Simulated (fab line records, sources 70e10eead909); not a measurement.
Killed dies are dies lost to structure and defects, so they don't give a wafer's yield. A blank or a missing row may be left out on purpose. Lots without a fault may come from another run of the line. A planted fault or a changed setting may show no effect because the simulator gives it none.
Chamber matching | flow nand_harc | NHARC_A_CHANNEL_FILL_D1_ETCHBACK_20 on rie_diel-08: 4 sister chambers
The step etches the open film in C4F8/O2/Ar, target depth 27 nm, time 13.5 s. 4 wafers are shown with their chamber, then 8 later ones without.

WAFERS WITH THEIR CHAMBER
wafer  | chamber | rf_vpp_V (V)
L085.5 | 2       | 982
L090.2 | 3       | 980
L090.4 | 0       | 983
L091.2 | 1       | 977

WAFERS WITHOUT THEIR CHAMBER
wafer  | rf_vpp_V (V)
L091.4 | 983
L091.5 | 977
L094.1 | 978
L094.2 | 984
L094.4 | 976
L097.1 | 977
L097.4 | 979
L097.5 | 982

WHICH CHAMBER EACH WENT THROUGH
wafer  | from the rows above     | in truth
L091.4 | can't be placed: 0 or 2 | 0
L091.5 | 1                       | 1
L094.1 | can't be placed: 1 or 3 | 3
L094.2 | can't be placed: 0 or 2 | 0
L094.4 | 1                       | 1
L097.1 | 1                       | 1
L097.4 | can't be placed: 3 or 1 | 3
L097.5 | can't be placed: 2 or 0 | 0
Placed correctly: 3 of 8. Can't be placed from these rows: 5 (the true chamber is among the candidates in 5). Placed wrongly: 0.
How it was worked out, from the rows above alone: a wafer's distance from a chamber is the root of the sum, over the readings, of the square of ((its reading less the chamber's mean) divided by the reading's scatter). The wafer belongs to the nearest chamber; if the next one is less than 2 further off, it can't be placed. A chamber's mean is the mean of its shown wafers. The scatter: with one shown wafer a chamber, the root of the mean of the squares of how far each hidden wafer lies from its nearest shown one.
